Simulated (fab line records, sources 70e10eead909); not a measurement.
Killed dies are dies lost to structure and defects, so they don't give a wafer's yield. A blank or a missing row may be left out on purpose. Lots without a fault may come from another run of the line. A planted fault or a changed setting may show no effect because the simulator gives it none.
Chamber matching | flow nand_harc | NHARC_A_BONDPAD_STRIP_15 on rie_diel-06: 4 sister chambers
The step strips in O2. 18 wafers are shown with their chamber, then 9 later ones without.

WAFERS WITH THEIR CHAMBER
wafer  | chamber | oes_product_au (a.u.) | throttle_valve_pct (%) | rf_vpp_V (V)
L548.3 | 2       | 0.993                 | 17.010                 | 57.3
L548.5 | 1       | 1.010                 | 17.036                 | 56.1
L548.6 | 2       | 0.986                 | 17.017                 | 59.6
L550.2 | 1       | 1.020                 | 17.042                 | 56.7
L550.3 | 3       | 1.000                 | 17.036                 | 56.9
L550.4 | 0       | 0.995                 | 17.037                 | 58.4
L549.1 | 2       | 0.993                 | 17.032                 | 57.2
L549.2 | 0       | 1.005                 | 17.022                 | 58.0
L549.5 | 0       | 0.986                 | 17.031                 | 58.2
L552.2 | 1       | 1.016                 | 17.039                 | 55.8
L552.5 | 1       | 1.017                 | 17.043                 | 58.0
L552.6 | 2       | 0.970                 | 17.039                 | 56.7
L551.2 | 0       | 0.989                 | 17.020                 | 58.9
L551.4 | 1       | 1.019                 | 17.033                 | 57.7
L551.5 | 0       | 0.978                 | 17.033                 | 56.8
L553.2 | 3       | 0.991                 | 17.033                 | 58.3
L553.3 | 2       | 0.994                 | 17.030                 | 56.5
L553.4 | 0       | 0.993                 | 17.044                 | 57.1

SIGNATURES (means of the wafers above)
reading            | chamber 0 | chamber 1 | chamber 2 | chamber 3 | scatter within a chamber
oes_product_au     | 0.99100   | 1.01640   | 0.98720   | 0.99550   | 0.00814
throttle_valve_pct | 17.03117  | 17.03860  | 17.02560  | 17.03450  | 0.00863
rf_vpp_V           | 57.900    | 56.860    | 57.460    | 57.600    | 1
Rule: a wafer's distance from a chamber is the root of the sum, over the readings, of the square of ((its reading less the chamber's mean) divided by the reading's scatter). The wafer belongs to the nearest chamber; if the next one is less than 2 further off, it can't be placed. The scatter: the root of (the sum of the squares of (reading less its chamber's mean) over the shown wafers, divided by (wafers less chambers)).

WAFERS WITHOUT THEIR CHAMBER
wafer  | oes_product_au (a.u.) | throttle_valve_pct (%) | rf_vpp_V (V)
L556.1 | 0.994                 | 17.033                 | 57.9
L556.3 | 0.991                 | 17.034                 | 57.6
L556.6 | 0.990                 | 17.060                 | 57.9
L561.2 | 1.008                 | 17.030                 | 57.0
L561.4 | 0.989                 | 17.053                 | 57.6
L561.5 | 1.001                 | 17.046                 | 59.0
L564.1 | 1.001                 | 17.028                 | 57.9
L564.3 | 0.981                 | 17.037                 | 57.9
L564.5 | 0.987                 | 17.039                 | 58.2

WHICH CHAMBER EACH WENT THROUGH
wafer  | from the rows above               | in truth
L556.1 | can't be placed: 3 or 0 or 2      | 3
L556.3 | can't be placed: 0 or 3 or 2      | 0
L556.6 | can't be placed: 3 or 0 or 2 or 1 | 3
L561.2 | can't be placed: 1 or 3 or 0 or 2 | 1
L561.4 | can't be placed: 3 or 0 or 2 or 1 | 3
L561.5 | can't be placed: 3 or 0 or 1 or 2 | 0
L564.1 | can't be placed: 3 or 0 or 2 or 1 | 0
L564.3 | can't be placed: 0 or 2 or 3      | 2
L564.5 | can't be placed: 0 or 3 or 2      | 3
Placed correctly: 0 of 9. Can't be placed from these rows: 9 (the true chamber is among the candidates in 9). Placed wrongly: 0.
